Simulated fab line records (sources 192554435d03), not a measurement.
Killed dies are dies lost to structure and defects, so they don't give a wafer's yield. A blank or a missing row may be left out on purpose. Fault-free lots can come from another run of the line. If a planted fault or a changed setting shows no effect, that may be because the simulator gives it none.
Chamber matching	flow n5-finfet	rie-diel-06 running N5_BEOL_M3_STRIP_19: 4 sister chambers
The step strips in O2. 4 wafers are shown with their chamber, then 10 later ones without.

WAFERS PAIRED WITH THEIR CHAMBERS
wafer	chamber	drypump-motor-current-A (A)
L076.6	3	5.4
L082.6	0	6.2
L089.2	2	5.2
L089.4	1	5.5

WAFERS WITH NO CHAMBER GIVEN
wafer	drypump-motor-current-A (A)
L089.6	6.2
L087.2	6.2
L087.3	5.2
L087.5	5.2
L092.1	6.3
L092.4	5.4
L092.6	6.3
L096.2	5.2
L096.3	6.2
L096.4	5.5

THE CHAMBER EACH PASSED THROUGH
wafer	from the rows above	in truth
L089.6	0	0
L087.2	0	0
L087.3	2	2
L087.5	2	2
L092.1	0	0
L092.4	3	3
L092.6	0	0
L096.2	2	2
L096.3	0	0
L096.4	1	1
10 of 10 placed correctly. Left unplaced by these rows: 0. Placed wrongly: 0.
How it was worked out, from the rows above alone: a wafer's distance from a chamber is the root of the sum, over the readings, of the square of ((its reading less the chamber's mean) divided by the reading's scatter). If the next closest chamber is less than 2 further off than the closest, the wafer can't be placed; otherwise it belongs to the closest. A chamber's mean is the mean of its shown wafers. The scatter: with one shown wafer a chamber, the root of the mean of the squares of how far each hidden wafer lies from its nearest shown one.
